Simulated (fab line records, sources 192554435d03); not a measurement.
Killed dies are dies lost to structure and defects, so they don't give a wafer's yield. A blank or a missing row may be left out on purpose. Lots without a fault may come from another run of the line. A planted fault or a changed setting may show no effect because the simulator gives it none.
A struck lot beside a sound one | flow n5_finfet | 37 steps out of a route of 1938
Sound: wafers L968.1, L968.2, L968.4. Struck: wafers L955.1, L955.4, L955.5. The cause comes at the end.
At each step with rows: each side's tool, then ch and its chambers, then its first start. Under that, the readings that differ: sound wafers | struck wafers | difference of the means | sigmas: that difference in standard deviations of wafers without a fault.
alike: readings whose means differ by less than 2 such deviations, and words and numbers that are the same on both sides. not compared: withheld readings, readings that some wafer has no value for, bounds like >300 that may hide the same value, and numbers for which the record gives no deviation and whose values overlap.
The two part at a step that has a row with sigmas, a row that says differs or no value, or rows on one side only. Numbers that don't overlap but have no deviation are shown without sigmas and don't part them. A reading that every wafer of one side lacks parts them only if that side has two wafers or more.

first, 9 steps without rows for these wafers: N5_BEOL_M4_ANNEAL_95 (time 240 s); N5_BEOL_M4_SPUTTER_96 (material Cu, target thk 4.5 nm, time 8.29 s); N5_BEOL_M4_ECD_50 (material Cu, target thk 300 nm); N5_BEOL_M4_ANNEAL_51 (time 90 s); N5_BEOL_M4_CMP_52 (polishes, stops on SiOC, t overpolish 6.8 s, target thk 40 nm); N5_BEOL_M4_PRE_CLEAN_60 (time 15 s); N5_BEOL_M4_CO_CAP_55 (material Co, precursor CCTBA/H2, target thk 2 nm, time 102.1 s); N5_BEOL_M4_PRE_CLEAN_56 (time 15 s); N5_BEOL_M4_DEP_57 (deposits SiCN from 3MS/NH3, target thk 8 nm, time 14 s).
N5_BEOL_M4_RC_MEAS_101:
  sound on prober-02 ch 0, day 14 01:45; struck on prober-01 ch 0, day 10 10:29
  alike: DIBL_N, DIBL_P, IOFF_N, IOFF_P, ION_N, ION_P, SS_N, SS_P, VT_N, VT_P
then, 24 steps without rows for these wafers: N5_BEOL_M5_ILD_DEP_00 (deposits SiCOH lowk from DEMS/porogen, target thk 140.64 nm, time 25.9 s); N5_BEOL_M5_CURE_79 (cures SiCOH lowk, time 240 s); N5_BEOL_M5_PECVD_70 (deposits SiO2 from TEOS/O2, target thk 16 nm, time 18 s); N5_BEOL_M5_HM_DEP_02 (deposits TiN, target thk 20 nm); N5_BEOL_M5_COAT_59 (time 60 s, resist thk 60 nm); N5_BEOL_M5_COAT_60 (time 60 s, resist thk 12 nm); N5_BEOL_M5_COAT_71 (time 60 s, resist thk 5 nm); N5_BEOL_M5_COAT_05 (resist thk 30 nm); N5_BEOL_M5_EBR_07; N5_BEOL_M5_SOFTBAKE_06 (time 60 s); N5_BEOL_M5_EXPOSE_08 (exposes mask M5, target cd 28 nm); N5_BEOL_M5_PEB_09 (peb time 60 s); N5_BEOL_M5_DEVELOP_10 (develop time 30 s); N5_BEOL_M5_DESCUM_16 (chemistry O2, time 7 s); N5_BEOL_M5_ETCH_72 (etches underlayer in N2/H2, target depth 6.5 nm, time 5.2 s); N5_BEOL_M5_ETCH_61 (etches SiARC in CF4, target depth 15.6 nm, time 26 s); N5_BEOL_M5_ETCH_62 (etches SOC in N2/H2, target depth 75 nm, overetch 15 nm, time 112.5 s); N5_BEOL_M5_STRIP_63 (strips in N2/H2); N5_BEOL_M5_STRIP_73 (strips in N2/H2); N5_BEOL_M5_STRIP_64 (strips in CF4); N5_BEOL_M5_HM_OPEN_17 (chemistry Cl2/BCl3, target TiN, target depth 20 nm, overetch 6 nm); N5_BEOL_M5_STRIP_19 (strips in O2); N5_BEOL_M5_COAT_65 (time 60 s, resist thk 60 nm); N5_BEOL_M5_COAT_66 (time 60 s, resist thk 12 nm).
N5_BEOL_M7_SPUTTER_48: material Cu, target thk 10 nm, time 1.667 s.
  sound on pvd_sputter-01, day 15 12:51; struck on pvd_sputter-01, day 11 13:46
  no value came back on the struck wafers for bias_v (V), cathode_dc_power_W (W), chuck_sensor_temp_C (C), throttle_valve_pct (%); on the sound wafers bias_v (V) reads 60.6 59.5 60.3
N5_BEOL_M7_CMP_52: polishes, stops on SiCOH lowk, t overpolish 6.9 s, target thk 80 nm.
  sound on cmp-04 ch 0,1,2, day 15 13:22; struck on cmp-01 ch 0,3, day 11 14:16
  reading                | sound          | struck      | difference | sigmas
  time_to_endpoint_s (s) | 61.8 64.4 59.7 | 0.0 0.0 0.0 | -62.0      | -21
  alike: motor_current_A
  not compared: pad_life_wafers
-- the record jumps here: 4 days lie between the struck wafers' starts before and after (it left off in module BEOL_M7 and takes up again in module PASSIVATION, whose first step shown is number 1936 of the route) --
N5_PASSIVATION_PROBE_49:
  the record has rows for the struck wafers here (prober-02, day 15 04:29) and none for the sound ones

WHERE THEY PART
First at N5_BEOL_M7_SPUTTER_48; last, within this record, at N5_PASSIVATION_PROBE_49.

WHY: what the simulator had put in
Skipped step whole: pvd_sputter-01, from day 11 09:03 on, at N5_BEOL_M7_SPUTTER_48. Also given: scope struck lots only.
